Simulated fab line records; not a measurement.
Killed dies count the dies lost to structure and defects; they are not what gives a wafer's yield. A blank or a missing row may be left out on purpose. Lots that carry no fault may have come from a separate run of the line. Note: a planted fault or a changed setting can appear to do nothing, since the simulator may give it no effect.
A struck lot beside a sound one | flow n5 finfet | 18 out of 1938 route steps
Sound: the wafers L451.2, L451.3, L451.6. Struck: wafer L467.6; the same lot's L467.1 was not struck, so it is left out; see the end for the cause.
At each step with rows: each side's tool, then ch and its chambers, then its first start. Under that, the readings that differ: sound wafers | struck wafers | difference of the means | sigmas: that difference in standard deviations of wafers without a fault.
alike: readings with means less than 2 such deviations apart, plus words and numbers identical on both sides. not compared: withheld readings, readings lacking a value on some wafer, bounds such as >300 that could conceal the same value, and numbers that have no deviation in the record and whose values overlap.
A row with sigmas, a row that says differs or no value, or rows on one side alone: a step with any of these is where the two part. When numbers do not overlap yet have no deviation, they are printed without sigmas and do not part them. A reading missing from all wafers of one side parts the sides only when that side holds two or more wafers.

first, 2 steps without rows for these wafers: N5_BEOL_M1_ANNEAL_82 (time 240 s); N5_BEOL_M1_SPUTTER_86 (material Cu, target thk 4.5 nm, time 8.29 s).
N5_BEOL_M1_ANNEAL_87: time 240 s.
  sound: pvd sputter-02 at day 7 22:46; struck: pvd sputter-02 at day 11 18:21
  alike: heater power w, susceptor temp C
N5_BEOL_M1_SPUTTER_88: material Cu, target thk 4.5 nm, time 8.29 s.
  sound: pvd sputter-02 at day 7 22:54; struck: pvd sputter-02 at day 11 18:29
  alike: susceptor temp C, throttle valve pct
then, 2 steps without rows for these wafers: N5_BEOL_M1_ANNEAL_89 (time 240 s); N5_BEOL_M1_SPUTTER_90 (material Cu, target thk 4.5 nm, time 8.29 s).
N5_BEOL_M1_ANNEAL_91: time 240 s.
  sound: pvd sputter-02 at day 7 23:12; struck: pvd sputter-02 at day 11 18:47
  alike: heater power w, susceptor temp C
then, 1 step without rows for these wafers: N5_BEOL_M1_SPUTTER_92 (material Cu, target thk 4.5 nm, time 8.29 s).
N5_BEOL_M1_ANNEAL_93: time 240 s.
  sound: pvd sputter-02 at day 7 23:25; struck: pvd sputter-02 at day 11 19:01
  alike: heater power w, susceptor temp C
then, 1 step without rows for these wafers: N5_BEOL_M1_SPUTTER_94 (material Cu, target thk 4.5 nm, time 8.29 s).
N5_BEOL_M1_ANNEAL_95: time 240 s.
  sound: pvd sputter-02 at day 7 23:38; struck: pvd sputter-02 at day 11 19:14
  reading              | sound                | struck | difference | sigmas
  susceptor temp C (C) | 400.64 399.82 400.03 | 399.43 | -0.73      | -3
  alike: heater power w
then, 1 step without rows for these wafers: N5_BEOL_M1_SPUTTER_96 (material Cu, target thk 4.5 nm, time 8.29 s).
N5_BEOL_M1_ECD_50: material Cu, target thk 300 nm.
  sound on ecd cu-01 ch 0,1, day 7 23:54; struck on ecd cu-02 ch 1, day 11 19:29
  reading                                | sound             | struck | difference | sigmas
  model.Cu_of_BEOL_M1_ECD_50.thk nm (nm) | 300.8 298.4 296.6 | 173.6  | -125.0     |
then, 1 step without rows for these wafers: N5_BEOL_M1_ANNEAL_51 (time 90 s).
N5_BEOL_M1_CMP_52: polishes, stops on SiOC, t overpolish 6.8 s, target thk 40 nm.
  sound on cmp-01 ch 1,2, day 8 00:22; struck on cmp-04 ch 2, day 11 19:59
  reading                      | sound             | struck | difference | sigmas
  retaining ring pressure frac | 1.002 0.993 0.991 | 1.005  | +0.010     | +2
  time to endpoint s (s)       | 60 63 60          | 35     | -26        | -8
  alike: clearing platen down force psi, motor current A, slurry flow ml min
N5_BEOL_M1_THK_MEAS_53: measures by xrf.
  sound: film metro-01 at day 8 00:40; struck: film metro-01 at day 11 20:10
  alike: M1_THK
N5_BEOL_M4_RC_MEAS_101:
  sound on prober-02 ch 0, day 9 20:14; struck on prober-02 ch 0, day 13 18:02
  alike: DIBL_N, DIBL_P, IOFF_N, IOFF_P, ION_N, ION_P, SS_N, SS_P, VT_N, VT_P
-- the record jumps here: 5 days lie between the struck wafers' starts before and after (it left off in module BEOL_M4 and takes up again in module PASSIVATION, whose first step shown is number 1936 of the route) --
N5_PASSIVATION_PROBE_49:
  rows exist in the record for the struck wafers here (prober-02, day 18 07:16), but not for the sound ones

WHERE THEY PART
First at N5_BEOL_M1_ANNEAL_95; last, within this record, at N5_PASSIVATION_PROBE_49.

WHY: what had been put in by the simulator
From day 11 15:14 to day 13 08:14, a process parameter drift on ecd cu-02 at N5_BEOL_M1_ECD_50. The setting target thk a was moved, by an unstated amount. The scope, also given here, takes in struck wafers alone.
